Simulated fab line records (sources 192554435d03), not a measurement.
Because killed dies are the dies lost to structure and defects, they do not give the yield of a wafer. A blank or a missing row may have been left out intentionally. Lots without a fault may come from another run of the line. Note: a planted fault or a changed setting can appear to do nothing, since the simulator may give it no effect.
Which tool is to blame? :: flow n5_finfet :: 15 lots, 45 wafers sampled, at 4 steps of a route of 1938

WHAT THE GAUGES READ, wafer by wafer
N5_BEOL_M1_INSPECT_13: inspects for defects (brightfield).
lot: L435
measured: day 6 14:55
on: defect_inspect-02
raw_defect_count: 712 504 381

lot: L437
measured: day 6 16:11
on: defect_inspect-01
raw_defect_count: 493 408 641

lot: L443
measured: day 8 05:46
on: defect_inspect-02
raw_defect_count: 410 597 379

lot: L444
measured: day 8 14:49
on: defect_inspect-01
raw_defect_count: 323 466 296

lot: L445
measured: day 8 21:31
on: defect_inspect-01
raw_defect_count: 397 352 317

lot: L446
measured: day 8 23:53
on: defect_inspect-01
raw_defect_count: 624 594 685

lot: L447
measured: day 9 04:41
on: defect_inspect-02
raw_defect_count: 448 332 433

lot: L448
measured: day 9 10:04
on: defect_inspect-01
raw_defect_count: 378 263 336

lot: L450
measured: day 10 00:34
on: defect_inspect-01
raw_defect_count: 314 460 561

lot: L451
measured: day 10 04:35
on: defect_inspect-02
raw_defect_count: 270 312 346

lot: L452
measured: day 10 11:44
on: defect_inspect-02
raw_defect_count: 511 542 576

lot: L453
measured: day 10 22:16
on: defect_inspect-02
raw_defect_count: 281 274 255

lot: L436
measured: day 11 04:34
on: defect_inspect-02
raw_defect_count: 363 369 318

lot: L454
measured: day 11 08:38
on: defect_inspect-02
raw_defect_count: 335 356 315

lot: L455
measured: day 11 17:02
on: defect_inspect-02
raw_defect_count: 320 332 376

N5_BEOL_M1_CD_MEAS_18: pitch 36 nm, target cd 18 nm.
lot: L435
measured: day 6 15:27
on: cd_sem-02
cd_nm (nm): 18.2 17.3 18.2

lot: L437
measured: day 6 16:45
on: cd_sem-01
cd_nm (nm): 18.0 17.9 17.4

lot: L443
measured: day 8 06:14
on: cd_sem-01
cd_nm (nm): 17.8 18.5 18.0

lot: L444
measured: day 8 15:23
on: cd_sem-02
cd_nm (nm): 18.0 18.5 18.7

lot: L445
measured: day 8 21:59
on: cd_sem-01
cd_nm (nm): 17.4 18.4 17.9

lot: L446
measured: day 9 00:23
on: cd_sem-02
cd_nm (nm): 18.0 17.9 18.1

lot: L447
measured: day 9 05:08
on: cd_sem-03
cd_nm (nm): 18.2 18.5 18.4

lot: L448
measured: day 9 10:52
on: cd_sem-01
cd_nm (nm): 18.4 18.6 18.5

lot: L450
measured: day 10 01:01
on: cd_sem-03
cd_nm (nm): 17.8 17.7 18.0

lot: L451
measured: day 10 05:10
on: cd_sem-02
cd_nm (nm): 18.2 17.9 17.6

lot: L452
measured: day 10 12:11
on: cd_sem-01
cd_nm (nm): 17.5 17.5 18.1

lot: L453
measured: day 10 22:44
on: cd_sem-03
cd_nm (nm): 17.9 18.3 18.6

lot: L436
measured: day 11 05:02
on: cd_sem-03
cd_nm (nm): 17.5 17.8 17.6

lot: L454
measured: day 11 09:20
on: cd_sem-01
cd_nm (nm): 17.7 18.6 18.3

lot: L455
measured: day 11 17:37
on: cd_sem-03
cd_nm (nm): 18.7 18.5 18.8

N5_BEOL_M1_OVL_MEAS_29.
lot: L435
measured: day 6 15:48
on: overlay-02
V0_OVL (nm): -0.4 1.2 0.9

lot: L437
measured: day 6 17:13
on: overlay-02
V0_OVL (nm): 0.3 0.2 -0.1

lot: L443
measured: day 8 06:43
on: overlay-02
V0_OVL (nm): - - -

lot: L444
measured: day 8 15:52
on: overlay-02
V0_OVL (nm): - - -

lot: L445
measured: day 8 22:28
on: overlay-01
V0_OVL (nm): - - -

lot: L446
measured: day 9 00:44
on: overlay-01
V0_OVL (nm): -0.1 0.4 0.4

lot: L447
measured: day 9 05:37
on: overlay-01
V0_OVL (nm): 0.2 0.3 0.3

lot: L448
measured: day 9 11:13
on: overlay-01
V0_OVL (nm): 0.3 0.5 -0.2

lot: L450
measured: day 10 01:29
on: overlay-02
V0_OVL (nm): -0.5 -0.5 0.1

lot: L451
measured: day 10 05:38
on: overlay-01
V0_OVL (nm): 0.6 -0.7 -0.9

lot: L452
measured: day 10 12:33
on: overlay-02
V0_OVL (nm): -0.3 -0.7 -0.2

lot: L453
measured: day 10 23:05
on: overlay-02
V0_OVL (nm): 0.7 -0.5 1.0

lot: L436
measured: day 11 05:31
on: overlay-01
V0_OVL (nm): 1.0 1.2 0.4

lot: L454
measured: day 11 09:44
on: overlay-01
V0_OVL (nm): 0.2 0.1 0.6

lot: L455
measured: day 11 18:05
on: overlay-01
V0_OVL (nm): 0.5 0.3 0.1

EACH LOT AND THE TOOL THAT RAN IT (in order: tool; ch and the chambers of the sampled wafers; start)
lot: L435
N5_BEOL_M1_PEB_26: litho_track-04 ch 0, day 6 15:42

lot: L437
N5_BEOL_M1_PEB_26: litho_track-04 ch 0, day 6 17:07

lot: L443
N5_BEOL_M1_PEB_26: litho_track-04, day 8 06:37

lot: L444
N5_BEOL_M1_PEB_26: litho_track-04, day 8 15:46

lot: L445
N5_BEOL_M1_PEB_26: litho_track-01, day 8 22:22

lot: L446
N5_BEOL_M1_PEB_26: litho_track-01 ch 0, day 9 00:38

lot: L447
N5_BEOL_M1_PEB_26: litho_track-01 ch 0, day 9 05:31

lot: L448
N5_BEOL_M1_PEB_26: litho_track-01 ch 0, day 9 11:07

lot: L450
N5_BEOL_M1_PEB_26: litho_track-04 ch 0, day 10 01:24

lot: L451
N5_BEOL_M1_PEB_26: litho_track-02 ch 0, day 10 05:32

lot: L452
N5_BEOL_M1_PEB_26: litho_track-04 ch 0, day 10 12:26

lot: L453
N5_BEOL_M1_PEB_26: litho_track-04 ch 0, day 10 22:59

lot: L436
N5_BEOL_M1_PEB_26: litho_track-04 ch 0, day 11 05:25

lot: L454
N5_BEOL_M1_PEB_26: litho_track-02 ch 0, day 11 09:36

lot: L455
N5_BEOL_M1_PEB_26: litho_track-04 ch 0, day 11 18:00
- N5_BEOL_M1_PEB_26: peb time 60 s.

AS READ BY THE TOOLS THEMSELVES (means over the sampled wafers that have a number; for cases with no such wafer, the mark the record gives instead)
N5_BEOL_M1_PEB_26.
lot: L435
tool: litho_track-04
chill_plate_temp_C (C): 23.02
exhaust_pa (Pa): 44.3

lot: L437
tool: litho_track-04
chill_plate_temp_C (C): 23.09
exhaust_pa (Pa): 44.6

lot: L443
tool: litho_track-04
chill_plate_temp_C (C): -
exhaust_pa (Pa): -

lot: L444
tool: litho_track-04
chill_plate_temp_C (C): -
exhaust_pa (Pa): -

lot: L445
tool: litho_track-01
chill_plate_temp_C (C): -
exhaust_pa (Pa): -

lot: L446
tool: litho_track-01
chill_plate_temp_C (C): 22.93
exhaust_pa (Pa): 45.4

lot: L447
tool: litho_track-01
chill_plate_temp_C (C): 23.04
exhaust_pa (Pa): 46.0

lot: L448
tool: litho_track-01
chill_plate_temp_C (C): 22.95
exhaust_pa (Pa): 45.1

lot: L450
tool: litho_track-04
chill_plate_temp_C (C): 22.99
exhaust_pa (Pa): 44.6

lot: L451
tool: litho_track-02
chill_plate_temp_C (C): 22.94
exhaust_pa (Pa): 46.1

lot: L452
tool: litho_track-04
chill_plate_temp_C (C): 23.09
exhaust_pa (Pa): 44.8

lot: L453
tool: litho_track-04
chill_plate_temp_C (C): 22.91
exhaust_pa (Pa): 44.4

lot: L436
tool: litho_track-04
chill_plate_temp_C (C): 22.97
exhaust_pa (Pa): 44.9

lot: L454
tool: litho_track-02
chill_plate_temp_C (C): 22.90
exhaust_pa (Pa): 44.7

lot: L455
tool: litho_track-04
chill_plate_temp_C (C): 23.09
exhaust_pa (Pa): 45.1

THE ANSWER, worked out from the rows above alone
Rule: the usual values come from the lots themselves. Put in order of their means at a reading, lots are off if they are a third of the lots or fewer, leave a main group of 4 or more, and stand apart from it by a gap of 3 or more times the standard deviation of the main group's means; of several such gaps the widest counts. A main group is skipped when, at the precision printed for the reading in the tables above, its means are all equal. Also off: a lot with no number at a reading for which 4 or more lots have one. The other lots that the step has rows for count as sound. Order of review: gauges by route order, followed by the tools' own readings, for which a lot's mean as printed above is used. At the first step where some lot is off, the reading lying furthest off is the one used; lots without a number count as furthest.
Off: at N5_BEOL_M1_OVL_MEAS_29 (V0_OVL), L443, L444, L445. Without a number there: L443, L444, L445. The main group: mean 0.2 nm, standard deviation 0.36.
A tool fits if, at a process step before that reading, it ran every lot that is off, and no sound lot after the first of them. Not tried: the gauges at N5_BEOL_M1_OVL_MEAS_29; whatever is off there is also off at N5_BEOL_M1_PEB_26, on other tools, and gauge error can't account for it. Of those tried, none fits.

WHAT THE SIMULATOR PUT IN
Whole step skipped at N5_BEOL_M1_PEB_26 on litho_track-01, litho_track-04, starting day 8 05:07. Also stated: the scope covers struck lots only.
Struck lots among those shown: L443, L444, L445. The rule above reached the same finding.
